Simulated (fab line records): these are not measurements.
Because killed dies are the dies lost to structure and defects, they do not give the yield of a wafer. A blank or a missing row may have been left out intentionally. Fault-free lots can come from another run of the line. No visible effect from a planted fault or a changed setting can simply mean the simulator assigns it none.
Which tool did it? ; flow nand harc ; 13 lots, 39 wafers sampled, at 5 steps of a route of 1159

== WHAT THE GAUGES SHOWED, per wafer ==
NHARC_P_M0_CD_MEAS_09: target cd 90 nm. Usual: 90.3 nm for cd nm, sd 0.79.
lot;measured;on;cd nm (nm);flag
L345;day 6 07:53;cd sem-01;90.1 90.1 90.0;
L344;day 6 09:53;cd sem-02;90.1 89.6 91.7;
L346;day 6 17:08;cd sem-03;90.3 91.2 91.4;
L348;day 6 20:41;cd sem-01;90.8 89.7 90.6;
L347;day 6 21:13;cd sem-03;89.8 89.2 88.7;
L349;day 7 00:36;cd sem-02;90.7 89.5 90.4;
L350;day 7 06:03;cd sem-01;89.5 91.0 91.2;
L358;day 8 21:07;cd sem-01;91.5 90.8 89.9;
L356;day 9 03:07;cd sem-03;91.5 90.9 89.7;
L363;day 10 13:07;cd sem-02;90.9 91.5 90.5;
L364;day 10 18:48;cd sem-03;90.8 89.7 90.3;
L365;day 11 02:52;cd sem-03;91.8 90.6 91.5;
L366;day 11 02:34;cd sem-01;91.2 91.7 91.1;

NHARC_END_SORT_01. Usual: defect limited yield 95.1 %, standard deviation 1.5; killed at array 29, standard deviation 10; killed at other 0.7, standard deviation 1; killed at periphery 3.7, standard deviation 2.6; killed dies 33, standard deviation 10; killed open 3.4, standard deviation 1.8; killed short 1.8, standard deviation 1.3; sort_bin_2_pct 1.5 %, standard deviation 0.64; sort_bin_3_pct 0.29 %, standard deviation 0.24; sort_bin_4_pct 3.1 %, standard deviation 0.95; sort n pass 644, standard deviation 10; sort rim yield pct 96.9 %, standard deviation 2.6; sort yield pct 95.1 %, standard deviation 1.5.
lot;measured;on;defect limited yield (%);killed at array;killed at other;killed at periphery;killed dies;killed open;killed short;sort_bin_2_pct (%);sort_bin_3_pct (%);sort_bin_4_pct (%);sort n pass;sort rim yield pct (%);sort yield pct (%);flag
L345;day 19 15:46;prober-01;97.5 97.6 97.0;13 8 16;0 5 3;4 3 1;17 16 20;4 3 5;1 1 1;0.7 0.7 0.9;0.15 0.30 0.30;1.6 1.3 1.8;660 661 657;98.1 99.1 95.3;97.5 97.6 97.0;
L344;day 20 00:25;prober-01;95.4 96.5 94.4;30 21 33;0 1 1;1 2 4;31 24 38;1 2 5;1 0 1;1.5 0.7 1.8;0.15 0.44 0.44;3.0 2.4 3.4;646 653 639;91.5 100.0 98.1;95.4 96.5 94.4;
L346;day 20 09:53;prober-02;96.8 96.2 95.1;20 26 31;0 0 0;2 0 2;22 26 33;7 4 3;1 0 2;1.3 0.9 0.9;0.15 0 0.44;1.8 3.0 3.5;655 651 644;95.3 96.2 97.2;96.8 96.2 95.1;
L348;day 19 16:44;prober-02;95.1 96.9 97.0;30 18 18;0 0 0;3 3 2;33 21 20;2 4 3;1 2 2;1.6 0.9 1.2;0.15 0.30 0;3.1 1.9 1.8;644 656 657;98.1 98.1 99.1;95.1 96.9 97.0;
L347;day 20 02:02;prober-02;96.3 97.2 95.6;22 15 27;1 1 1;2 3 2;25 19 30;4 1 2;3 1 2;1.0 1.5 0.9;0.30 0 0;2.4 1.3 3.5;652 658 647;97.2 94.3 97.2;96.3 97.2 95.6;
L349;day 20 09:56;prober-01;97.3 95.6 95.7;17 27 21;0 2 3;1 1 5;18 30 29;1 2 5;1 1 5;0.7 1.5 1.6;0.15 0.44 0.15;1.8 2.5 2.5;659 647 648;100.0 99.1 97.2;97.3 95.6 95.7;
L350;day 20 16:11;prober-01;95.9 95.7 96.9;25 24 18;0 0 0;3 5 3;28 29 21;3 2 2;2 1 4;0.7 1.0 0.9;0.15 0.44 0;3.2 2.8 2.2;649 648 656;100.0 99.1 95.3;95.9 95.7 96.9;
L358;day 23 07:53;prober-02;93.4 93.4 93.6;42 42 41;0 0 0;3 3 2;45 45 43;2 2 3;3 3 2;2.8 2.4 1.5;0.44 0.59 0.15;3.4 3.7 4.7;632 632 634;94.3 94.3 96.2;93.4 93.4 93.6;
L356;day 22 10:23;prober-01;93.6 93.4 94.2;41 41 32;0 1 0;2 3 7;43 45 39;4 3 3;3 0 1;1.9 1.9 1.9;0.74 0.30 0.59;3.7 4.4 3.2;634 632 638;98.1 98.1 91.5;93.6 93.4 94.2;
L363;day 24 01:05;prober-02;96.6 95.6 96.2;20 24 24;0 0 0;3 6 2;23 30 26;3 4 3;2 2 2;1.3 2.1 1.3;0 0.15 0.15;2.1 2.2 2.4;654 647 651;100.0 96.2 100.0;96.6 95.6 96.2;
L364;day 23 23:31;prober-01;93.6 95.1 93.9;36 30 36;0 1 0;7 2 5;43 33 41;2 1 3;3 1 3;2.7 1.2 2.5;0.30 0.30 0.30;3.4 3.4 3.2;634 644 636;98.1 92.5 98.1;93.6 95.1 93.9;
L365;day 24 11:55;prober-01;94.2 95.3 95.0;33 28 28;3 1 1;3 3 5;39 32 34;6 2 3;1 5 0;1.2 1.2 1.6;0.44 0.15 0.15;4.1 3.4 3.2;638 645 643;91.5 96.2 96.2;94.2 95.3 95.0;
L366;day 24 15:05;prober-02;95.7 94.7 94.2;26 27 33;0 2 3;3 7 3;29 36 39;3 3 4;2 4 1;1.0 1.6 1.3;0.30 0.30 0.44;3.0 3.4 4.0;648 641 638;97.2 98.1 97.2;95.7 94.7 94.2;

== TOOL THAT RAN EACH LOT (tool first, then ch and the chambers of the sampled wafers, then the start) ==
lot;NHARC_P_CONTACT_CMP_01;NHARC_P_CONTACT_ALD_22;NHARC_P_M0_SOFTBAKE_04
L345;cmp-04 ch 1,2, day 5 21:59;ald metal-03 ch 2,3, day 6 00:40;litho track-06 ch 0, day 6 07:00
L344;cmp-04 ch 0,2,3, day 5 22:26;ald metal-02 ch 0,1,3, day 6 01:19;litho track-06 ch 0, day 6 09:00
L346;cmp-01 ch 0,1,3, day 6 02:32;ald metal-02 ch 0,1,2, day 6 05:23;litho track-04 ch 0, day 6 16:00
L348;cmp-01 ch 0,1, day 6 09:54;ald metal-03 ch 1,2, day 6 12:43;litho track-01 ch 0, day 6 20:00
L347;cmp-01 ch 2,3, day 6 10:20;ald metal-04 ch 0,2,3, day 6 13:14;litho track-06 ch 0, day 6 20:00
L349;cmp-01 ch 2,3, day 6 17:47;ald metal-02 ch 1,2,3, day 6 20:39;litho track-06 ch 0, day 7 00:00
L350;cmp-02 ch 0,1,2, day 7 00:32;ald metal-02 ch 2,3, day 7 03:20;litho track-04 ch 0, day 7 05:00
L358;cmp-01 ch 0,2,3, day 8 16:17;ald metal-04 ch 0,1,3, day 8 19:07;litho track-04 ch 0, day 8 20:00
L356;cmp-04 ch 0,1,2, day 8 19:22;ald metal-04 ch 0,1, day 8 22:17;litho track-04 ch 0, day 9 02:00
L363;cmp-01 ch 2,3, day 10 06:59;ald metal-02 ch 0,1,3, day 10 09:51;litho track-06 ch 0, day 10 12:00
L364;cmp-04 ch 0,3, day 10 08:40;ald metal-03 ch 0,1,2, day 10 12:53;litho track-06 ch 0, day 10 18:00
L365;cmp-01 ch 0,1,3, day 10 21:22;ald metal-03 ch 0,1, day 11 00:35;litho track-01 ch 0, day 11 02:00
L366;cmp-02 ch 0,1,2, day 10 21:29;ald metal-02 ch 1,2,3, day 11 00:25;litho track-06 ch 0, day 11 02:00
- NHARC_P_CONTACT_CMP_01: polishes SiO2, target thk 200 nm.
- NHARC_P_CONTACT_ALD_22: deposits TiN, target thk 3 nm, pulse time 1 s, ald cycles 150.
- NHARC_P_M0_SOFTBAKE_04: time 55 s.

== WHAT THE TOOLS THEMSELVES READ (means of the sampled wafers that have a number; where no wafer has one, the mark that the record gives instead) ==
NHARC_P_CONTACT_CMP_01. Usual: 11.9 A for motor current A, sd 1.1.
lot;tool;motor current A (A);flag
L345;cmp-04;12.0;
L344;cmp-04;12.3;
L346;cmp-01;11.6;
L348;cmp-01;12.5;
L347;cmp-01;11.0;
L349;cmp-01;11.0;
L350;cmp-02;12.6;
L358;cmp-01;11.4;
L356;cmp-04;12.9;
L363;cmp-01;10.9;
L364;cmp-04;12.2;
L365;cmp-01;11.8;
L366;cmp-02;12.6;

NHARC_P_CONTACT_ALD_22. Usual: heater power outer w 678 W, standard deviation 58; heater power w 1072 W, standard deviation 110; precursor pulse height rel 0.999, standard deviation 0.019.
lot;tool;heater power outer w (W);heater power w (W);precursor pulse height rel;flag
L345;ald metal-03;770;1190;1.005;
L344;ald metal-02;682;1071;0.997;
L346;ald metal-02;672;1009;1.012;
L348;ald metal-03;697;1106;1.001;
L347;ald metal-04;639;1031;1.003;
L349;ald metal-02;670;1040;1.008;
L350;ald metal-02;650;1028;0.999;
L358;ald metal-04;667;1062;1.016;
L356;ald metal-04;724;1182;0.981;
L363;ald metal-02;679;1043;0.978;
L364;ald metal-03;706;1121;0.993;
L365;ald metal-03;697;1118;1.008;
L366;ald metal-02;653;1040;1.012;

NHARC_P_M0_SOFTBAKE_04. Usual: 188.45 W for heater power total W, sd 0.14.
lot;tool;heater power total W (W);flag
L345;litho track-06;188.44;
L344;litho track-06;188.51;
L346;litho track-04;188.51;
L348;litho track-01;188.37;
L347;litho track-06;188.52;
L349;litho track-06;188.59;
L350;litho track-04;188.57;
L358;litho track-04;183.79;OFF
L356;litho track-04;183.92;OFF
L363;litho track-06;188.54;
L364;litho track-06;188.41;
L365;litho track-01;188.42;
L366;litho track-06;188.39;

== THE ANSWER, worked out from the rows above alone ==
Rule: lot off if the mean of its wafers having a number is beyond 3 standard deviations from the usual mean. A lot without any number at a reading at which 4 lots or more have one is off too. Any other lot the step has rows for is counted as sound. After the gauges, taken in route order, come the tools' own readings; for these a lot's mean is taken, as printed above. The first step at which some lot is off is used, and at that step the reading that is off furthest; a lot without a number counts as furthest.
Off: L358, L356, at NHARC_P_M0_SOFTBAKE_04 (heater power total W).
A tool fits if, at that step or a process step before it, it ran every lot that is off, and no sound lot after the first of them. 2 tools fit, ald metal-04 at NHARC_P_CONTACT_ALD_22 and litho track-04 at NHARC_P_M0_SOFTBAKE_04, so this cannot tell which one it is.

== WHAT THE SIMULATOR PUT IN ==
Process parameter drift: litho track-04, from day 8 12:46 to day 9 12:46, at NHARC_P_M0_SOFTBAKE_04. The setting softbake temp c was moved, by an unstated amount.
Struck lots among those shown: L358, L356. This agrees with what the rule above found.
